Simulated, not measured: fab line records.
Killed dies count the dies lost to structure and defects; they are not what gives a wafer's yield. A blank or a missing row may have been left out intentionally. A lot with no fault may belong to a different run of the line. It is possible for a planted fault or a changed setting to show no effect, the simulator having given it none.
fab line records	flow nand-harc
[record] lots = 5	wafers = 15	last-day = 33
route steps=1302 shown A_DECK1_JOINT@518 END@1302
lots with no fault: from the same line, run without faults
start-h: hours from the record's opening day to when the first of the lot's shown wafers began	wait-h: how many hours have passed since the lot's step before this one	" the same as in the row above	L1.1+2: a row that stands for several wafers	- no value, or no start was given	* or withheld: withheld	< > ~ a bound
route shown NAME@n: NAME is a module with steps in the file, n the number in the route of the first one	usual: mean and standard deviation over wafers with no fault	same: alike in all rows	chamber/n: place in a boat	sites: readings site by site	_std_site: the values' standard deviation	_edge_site: mean of outer sites minus mean of inner sites	radius-mm: for every site, how far away it sits from the centre of the wafer	mask NAME#n: copy n	behind: tool/chamber where the wafer was last shaped	hold: what put the lot on hold/how long, in hours/how the hold closed	device: transistor that didn't switch, given as n, p or np	end of line: the same wafers' tests at the end of the route	step lacking rows: just its recipe	killed: dies lost to structure and defects at the first sort, not the wafer's yield	map: dies across one wafer; x = killed, . = not, _ = none there
set.NAME: the setting as run; set.NAME@STEP: as run at that earlier step	model.NAME: the simulator's own value behind a step, which no gauge read
lots at some steps of the route; a table a step, a row a wafer
services: the hour from which a tool's chamber was out of use, counted from the record's first day as start-h (under 0 if before that day), plus the number of hours and why
[[steps]]
[step NHARC_A_DECK1_JOINT_ETCHBACK_07]
[recipe] target-depth-a = 1050	time-s = 26.9	hbr-flow-sccm = 150	rf-w = 350	icp-w = 350	bias-w = 60	chemistry = HBr
[usual] drypump-motor-current-A = 5.7/0.55	oes-product-au = 1.002/0.0096	run-length-s = 48.3/0.53	throttle-valve-pct = 23.268/0.0093
lot.wafer	tool	chamber	start-h	wait-h	drypump-motor-current-A	oes-product-au	rf-hours-counter-h	run-length-s	throttle-valve-pct
L264.3	rie-si-06	3	258.63	0.1	5.1	1.000	0	48.2	23.265
L264.1	"	0	"	"	5.2	0.991	0	48.3	23.277
L264.6	"	1	"	"	6.3	1.009	-	47.8	23.263
L274.3	rie-si-06	0	354.01	0.1	5.2	0.998	0.6	47.9	23.264
L274.4	"	1	"	"	6.3	1.018	0.7	48.1	23.269
L274.5	"	3	"	"	5.2	0.996	-	48.4	23.266
L278.4	rie-si-06	2	405.23	0.1	6.2	1.003	1.1	48.5	23.271
L278.3	"	0	"	"	5.2	0.992	0.9	47.5	23.264
L278.2	"	1	"	"	6.3	1.016	1.0	47.5	23.266
L279.3	rie-si-01	0	408.87	0.1	5.8	1.010	0.2	49.0	23.283
L279.1	"	3	"	"	5.2	1.013	0.2	48.0	23.263
L279.5	"	1	"	"	5.4	1.004	-	47.8	23.256
L284.1	rie-si-02	1	466.45	0.1	5.9	0.995	0.0	47.9	23.276
L284.2	"	2	"	"	5.9	1.005	0.0	48.6	23.277
L284.3	"	0	"	"	6.0	1.012	0.1	48.8	23.271
[step NHARC_A_DECK1_JOINT_ETCH_25]
[recipe] target-depth-a = 5	chemistry = dHF	material = SiO2
[step NHARC_A_DECK1_JOINT_ETCH_19]
[recipe] temp-c = 25	target-depth-a = 30	chemistry = TMAH	material = poly-Si
[step NHARC_A_DECK1_JOINT_ETCH_18]
[recipe] target-depth-a = 30	chemistry = dHF	material = SiO2
[step NHARC_A_DECK1_JOINT_WET_08]
[recipe] temp-c = 160	time-s = 86	chemistry = H3PO4
[step NHARC_A_DECK1_JOINT_ETCH_09]
[recipe] target-depth-a = 50	chemistry = dHF	material = SiO2
[step NHARC_A_DECK1_JOINT_WET_10]
[recipe] temp-c = 160	time-s = 86	chemistry = H3PO4
[step NHARC_A_DECK1_JOINT_ETCH_11]
[recipe] target-depth-a = 350	chemistry = dHF	material = SiO2
[step NHARC_A_DECK1_JOINT_CVD_12]
[recipe] target-thk-a = 900	temp-c = 620	pressure-mtorr = 200	time-s = 1800	material = poly-Si
[step NHARC_A_DECK1_JOINT_CMP_13]
[recipe] target-thk-nm = 51.023
[usual] motor-current-A = 11.7/1	time-to-endpoint-s = 8.5/2.6
lot.wafer	tool	chamber	start-h	wait-h	motor-current-A	time-to-endpoint-s
L264.1	cmp-04	0	271.38	0.4	12.2	4.2
L264.3	"	1	"	"	10.8	5.8
L264.6	"	1	"	"	10.7	5.7
L274.4	cmp-03	2	364.31	0.4	13.2	6.2
L274.3	"	3	"	"	11.4	12.8
L274.5	"	1	"	"	10.7	8.6
L278.3	cmp-02	0	415.52	0.4	13.6	8.8
L278.2	"	2	"	"	12.1	10.9
L278.4	"	3	"	"	13.5	7.0
L279.1	cmp-02	3	418.98	0.4	12.4	7.8
L279.3	"	1	"	"	11.8	9.7
L279.5	"	3	"	"	13.4	7.3
L284.1	cmp-02	2	476.75	0.4	12.1	14.9
L284.3	"	0	"	"	12.8	14.0
L284.2	"	1	"	"	11.8	15.5
[step NHARC_A_DECK1_JOINT_THK_MEAS_14]
[recipe] thk-meas-gauge = ellipsometry
[usual] thk-nm = 51.1/1.4
lot.wafer	tool	chamber	start-h	wait-h	thk-nm
L264.1	film-metro-01	-	271.64	0.2	50.0
L264.3	"	-	"	"	50.5
L264.6	"	-	"	"	49.9
L274.3	film-metro-02	-	364.54	0.2	52.5
L274.4	"	-	"	"	51.6
L274.5	"	-	"	"	49.2
L278.2	film-metro-01	-	415.77	0.2	53.2
L278.3	"	-	"	"	51.7
L278.4	"	-	"	"	50.7
L279.1	film-metro-01	-	419.24	0.2	51.7
L279.3	"	-	"	"	52.2
L279.5	"	-	"	"	49.9
L284.1	film-metro-02	-	477.01	0.2	52.6
L284.2	"	-	"	"	52.8
L284.3	"	-	"	"	51.5
[step NHARC_A_DECK1_JOINT_SRD_04]
[step NHARC_A_DECK1_JOINT_ETCHBACK_00]
[recipe] target-depth-a = 300	time-s = 17.4	hbr-flow-sccm = 150	rf-w = 350	icp-w = 350	bias-w = 60	chemistry = HBr
[usual] drypump-motor-current-A = 5.7/0.55	oes-product-au = 1.004/0.01	run-length-s = 38.7/0.49	throttle-valve-pct = 23.265/0.0096
lot.wafer	tool	chamber	start-h	wait-h	drypump-motor-current-A	oes-product-au	rf-hours-counter-h	run-length-s	throttle-valve-pct
L264.1	rie-si-02	0	271.78	0.1	6.0	0.996	1.3	39.1	23.256
L264.3	"	1	"	"	5.8	1.000	1.0	38.6	23.267
L264.6	"	0	"	"	6.0	1.000	-	38.7	23.265
L274.4	rie-si-01	1	364.67	0.1	5.4	1.023	1.1	38.2	23.263
L274.3	"	0	"	"	5.8	1.026	1.0	39.2	23.265
L274.5	"	2	"	"	4.7	1.002	-	38.6	23.274
L278.3	rie-si-01	3	415.90	0.1	5.2	1.008	0.2	28.7	23.267
L278.4	"	0	"	"	5.8	1.008	0.2	39.3	23.274
L278.2	"	1	"	"	5.4	1.015	0.3	38.7	23.243
L279.3	rie-si-06	0	419.37	0.1	5.2	0.994	0.9	38.1	23.261
L279.1	"	3	"	"	5.1	0.995	1.1	38.3	23.282
L279.5	"	1	"	"	6.3	1.013	-	38.2	23.262
L284.2	rie-si-06	2	477.16	0.1	6.2	1.002	0.2	39.1	23.277
L284.1	"	3	"	"	5.1	0.996	0.3	38.4	23.272
L284.3	"	1	"	"	6.4	1.006	0.3	38.1	23.272
[step NHARC_A_DECK1_JOINT_PRECLEAN_30]
[recipe] time-s = *	temp-c = 50	bath-age-min = 0	chemistry = SC1
[step NHARC_END_SORT_01]
[recipe] temp-c = 25
[usual] killed-at-array = 49/18	killed-at-other = 0.7/1.1	killed-at-periphery = 4.0/2.6	killed-dies = 54/19	killed-open = 3.4/1.7	killed-short = 2.5/1.7
[same] gross-dies = 677
lot.wafer	tool	chamber	start-h	wait-h	killed-at-array	killed-at-other	killed-at-periphery	killed-dies	killed-open	killed-short
L264.1	prober-01	0	576.78	2.5	44	0	1	45	5	1
L264.3	prober-01	0	578.38	3.1	39	1	1	41	0	2
L264.6	prober-01	0	580.78	4.0	43	0	2	45	2	2
// killed by level:class
L264.1 A_SLIT:chamber-film-flake=15 A_CHANNEL_HOLE_D2:chamber-film-flake=9 A_STAIRCASE:chamber-film-flake=9 A_CHANNEL_HOLE_D1:chamber-film-flake=2 P_M1:geometric-particle:open=1 A_ONON_D1:geometric-particle:open=1 A_ONON_D1:geometric-particle:short=1 A_ONON_D2:geometric-particle:open=1
L264.3 A_SLIT:chamber-film-flake=16 A_CHANNEL_HOLE_D2:chamber-film-flake=9 A_STAIRCASE:chamber-film-flake=5 A_CONTACT:chamber-film-flake=5 A_M1:chamber-film-flake=1 A_WL_FILL:geometric-particle:short=1 A_M1:geometric-particle:short=1 P_M1:chamber-film-flake=1
L264.6 A_SLIT:chamber-film-flake=26 A_STAIRCASE:chamber-film-flake=4 A_CHANNEL_HOLE_D2:chamber-film-flake=3 A_CONTACT:chamber-film-flake=3 A_M1:chamber-film-flake=2 P_GATE:geometric-particle:open=1 P_CONTACT:geometric-particle:open=1 A_CHANNEL_HOLE_D2:geometric-particle:short=1
[[services]]
tool	chamber	start-h	hours	kind
cmp-02	-	246.39	0.3	repair
rie-si-06	-	249.00	9.0	pm
cmp-03	-	260.00	4.0	pm
rie-si-02	-	277.00	9.0	pm
cmp-04	-	296.12	1.5	repair
rie-si-02	1	296.28	7.2	repair
cmp-04	-	307.00	4.0	pm
cmp-02	-	311.35	2.1	repair
cmp-02	-	330.72	4.0	pm
cmp-04	-	337.87	3.2	repair
rie-si-06	0	341.57	3.3	repair
cmp-02	-	341.59	5.8	repair
cmp-03	-	358.00	4.0	pm
rie-si-01	-	370.00	9.0	pm
rie-si-02	2	385.78	11.0	repair
cmp-04	-	405.00	4.0	pm
cmp-03	-	415.02	0.7	repair
rie-si-06	-	426.00	9.0	pm
cmp-02	-	428.72	4.0	pm
rie-si-02	-	454.00	9.0	pm
rie-si-06	2	454.57	14.9	repair
cmp-03	-	456.00	4.0	pm
cmp-02	-	457.64	0.5	repair
rie-si-06	0	471.64	5.6	repair
[[key]]
[first-sign] step = NHARC_A_DECK1_JOINT_ETCHBACK_00	reading = run-length-s	direction = down	sigmas = 20	usual = *	struck = *
effect none on later readings
met-at NHARC_A_DECK1_JOINT_ETCHBACK_00
struck-wafers L278.3
tester-left-out L278
onset-between 364.67 415.90
[fault] kind = process-parameter-drift	tool = rie-si-01	chamber = -	onset-h = 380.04	steps = NHARC_A_DECK1_JOINT_ETCHBACK_00	channel = time-s	offset = *	shape = step	end-h = 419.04	scope = struck-wafers-only	acts-in = *	stated = *
// tester-left-out: of these lots the tester's yield and bins aren't shown, on N5 and GAA mostly nor the transistor test; their killed dies are dies lost to structure and defects alone, not to doping, threshold or leakage, so they don't give the yield
